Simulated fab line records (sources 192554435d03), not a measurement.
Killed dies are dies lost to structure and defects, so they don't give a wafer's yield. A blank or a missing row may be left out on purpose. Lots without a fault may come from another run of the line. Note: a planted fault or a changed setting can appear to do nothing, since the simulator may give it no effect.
Split-lot trial + flow n5-finfet + route with 1938 steps; 7 lots, 21 wafers read

## SPLIT DETAILS
At N5_SD_EPI_N_EPI_21 (deposits Si:P, time 690 s), the setting temp-c was moved away from the recipe's 680 C on 2 of the 21 wafers read, by +0.5% to +0.5%. For the rest of the wafers, this setting stayed at what the recipe calls for.

## FROM THE SPLIT TO THE READING: what the file shows between them, 2 steps
- N5_SD_EPI_N_PRECLEAN_24: cleans in O3/DIW, time 60 s
- N5_SD_EPI_P_EPI_21: deposits SiGe:B, time 355 s

## THE READING
Si-P_of_SD_EPI_N_EPI_21.thk-nm (the simulator's own value, which no gauge read), in nm, at N5_SD_EPI_P_HM_STRIP_48 (strips SiNx in H3PO4, material SiNx, target depth 3 nm). The file does not state a usual value for it. Here, 19 wafers ran the recipe; their average is 58.7 nm with a standard deviation of 0.9 nm.

| wafer  | tool, chamber at the split | temp-c as run, C | against the recipe | Si-P_of_SD_EPI_N_EPI_21.thk-nm, nm | against lot-mates on the recipe |
|--------|----------------------------|------------------|--------------------|------------------------------------|---------------------------------|
| L074.2 | epi-rpcvd-02, 0            | 680              | recipe             | 58.8                               | -                               |
| L074.4 | epi-rpcvd-02, 0            | 680              | recipe             | 58.6                               | -                               |
| L074.6 | epi-rpcvd-02, 0            | 683.6            | +0.5%              | 62                                 | +3.3                            |
| L080.2 | epi-rpcvd-02, 0            | 683.2            | +0.5%              | 62.6                               | +2.9                            |
| L080.5 | epi-rpcvd-02, 0            | 680              | recipe             | 59.2                               | -                               |
| L080.6 | epi-rpcvd-02, 0            | 680              | recipe             | 60.2                               | -                               |
| L081.1 | epi-rpcvd-01, 0            | 680              | recipe             | 58.4                               | -                               |
| L081.3 | epi-rpcvd-01, 0            | 680              | recipe             | 59                                 | -                               |
| L081.5 | epi-rpcvd-01, 0            | 680              | recipe             | 58.2                               | -                               |
| L084.2 | epi-rpcvd-02, 0            | 680              | recipe             | 58.2                               | -                               |
| L084.3 | epi-rpcvd-02, 0            | 680              | recipe             | 57.8                               | -                               |
| L084.4 | epi-rpcvd-02, 0            | 680              | recipe             | 58                                 | -                               |
| L085.1 | epi-rpcvd-02, 0            | 680              | recipe             | 57.8                               | -                               |
| L085.2 | epi-rpcvd-02, 0            | 680              | recipe             | 57.2                               | -                               |
| L085.3 | epi-rpcvd-02, 0            | 680              | recipe             | 57.4                               | -                               |
| L089.1 | epi-rpcvd-01, 0            | 680              | recipe             | 59                                 | -                               |
| L089.4 | epi-rpcvd-01, 0            | 680              | recipe             | 59                                 | -                               |
| L089.6 | epi-rpcvd-01, 0            | 680              | recipe             | 58.6                               | -                               |
| L094.1 | epi-rpcvd-03, 0            | 680              | recipe             | 60.4                               | -                               |
| L094.2 | epi-rpcvd-03, 0            | 680              | recipe             | 59.6                               | -                               |
| L094.6 | epi-rpcvd-03, 0            | 680              | recipe             | 60.2                               | -                               |

FIT RESULTS
A straight line over all 21 wafers: Si-P_of_SD_EPI_N_EPI_21.thk-nm changes by +7.1 nm for each +1% of temp-c; r = +0.77; the points scatter about the line by 0.91 nm.
The same after taking each lot's own level away (the mean of its wafers on the recipe; 21 wafers): +6.2 nm for each +1%; r = +0.96; scatter 0.29 nm.
According to that fit, moving temp-c by its largest amount changes the reading by 3.3 nm.
The span of the lots' own levels, 57.47 to 60.07 nm, comes to 2.9 times the standard deviation stated above.
So the lot-to-lot level blurs the effect unless lot-mates are compared.
Check: for one of the wafers moved furthest among these (+0.5%), held out of the fit, the line's prediction against its lot-mates is +3.26 nm. Against them it came out at +3.3 nm.

## THE OTHER SPLITS THESE WAFERS WENT THROUGH
Note: prior to the reading, these wafers also went through further splits. Each is held against what the fit with the lots' levels taken away leaves over:
| other split on the same wafers | wafers away from the commonest value | r with Si-P_of_SD_EPI_N_EPI_21.thk-nm (lot level and that fit taken away) |
|--------------------------------|--------------------------------------|---------------------------------------------------------------------------|
| N5_WELL_APT_COAT_02 spin-rpm   | 8                                    | -0.15                                                                     |
| N5_WELL_APT_EXPOSE_22 dose-mj  | 7                                    | +0.41                                                                     |
| N5_WELL_APT_PEB_23 peb-temp-c  | 6                                    | +0.03                                                                     |
| N5_FIN_SAQP_EXPOSE_13 dose-mj  | 5                                    | -0.07                                                                     |
| N5_FIN_SAQP_ETCH_52 source-w   | 2                                    | +0.30                                                                     |
| N5_FIN_SAQP_FIN_ETCH_36 icp-w  | 5                                    | -0.36                                                                     |
| N5_DUMMY_GATE_PECVD_30 time-s  | 8                                    | +0.04                                                                     |

## THE WHOLE CHAIN: every reading that the file lists as answering this split, in the file's order
| step                    | what it does                                           | reading                                                                         | change (the file's fit)              | r (the file's) |
|-------------------------|--------------------------------------------------------|---------------------------------------------------------------------------------|--------------------------------------|----------------|
| N5_SD_EPI_N_EPI_21      | deposits Si:P, time 690 s                              | Si-P_of_SD_EPI_N_EPI_21.thk-nm (the simulator's own value, which no gauge read) | +6.41 nm for each +1% of the setting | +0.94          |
| N5_SD_EPI_P_HM_STRIP_48 | strips SiNx in H3PO4, material SiNx, target depth 3 nm | Si-P_of_SD_EPI_N_EPI_21.thk-nm (the simulator's own value, which no gauge read) | +6.2 nm for each +1% of the setting  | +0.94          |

## THE FILE'S OWN FIT
Si-P_of_SD_EPI_N_EPI_21.thk-nm changes by +6.2 nm for each +1% of temp-c, r = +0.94.
